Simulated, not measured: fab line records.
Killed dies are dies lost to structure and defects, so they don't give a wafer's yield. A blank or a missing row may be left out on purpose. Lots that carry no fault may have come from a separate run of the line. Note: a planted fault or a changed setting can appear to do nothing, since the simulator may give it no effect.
Matching of chambers | flow n5 finfet | N5_BEOL_M5_DEP_56 on pecvd-01 has 3 sister chambers
The step deposits SiCN from 3MS/NH3, target thk 8 nm, time 14 s. 3 wafers are shown with their chamber, then 9 later ones without.

EACH WAFER AND ITS CHAMBER
wafer  | chamber | showerhead plenum p Torr (Torr)
L087.5 | 0       | 3.653
L086.3 | 1       | 3.677
L086.4 | 2       | 3.660

WAFERS WHOSE CHAMBER IS MISSING
wafer  | showerhead plenum p Torr (Torr)
L089.1 | 3.662
L089.5 | 3.657
L089.6 | 3.674
L093.1 | 3.666
L093.3 | 3.654
L093.4 | 3.671
L092.1 | 3.660
L092.2 | 3.656
L092.3 | 3.678

THE CHAMBER EACH PASSED THROUGH
wafer  | from the rows above     | in truth
L089.1 | 2                       | 2
L089.5 | can't be placed: 2 or 0 | 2
L089.6 | 1                       | 1
L093.1 | can't be placed: 2 or 1 | 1
L093.3 | can't be placed: 0 or 2 | 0
L093.4 | can't be placed: 1 or 2 | 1
L092.1 | 2                       | 2
L092.2 | can't be placed: 0 or 2 | 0
L092.3 | 1                       | 1
Correct placement for 4 of the 9. From these rows, 5 cannot be placed; in 5 the true chamber is one of the candidates. Wrongly placed: 0.
How it was worked out, from the rows above alone: a wafer's distance from a chamber is the root of the sum, over the readings, of the square of ((its reading less the chamber's mean) divided by the reading's scatter). If the next closest chamber is less than 2 further off than the closest, the wafer can't be placed; otherwise it belongs to the closest. A chamber's mean is the mean of its shown wafers. The scatter (one wafer shown for each chamber): square how far every hidden wafer sits from the nearest shown wafer, average those squares and take the square root.
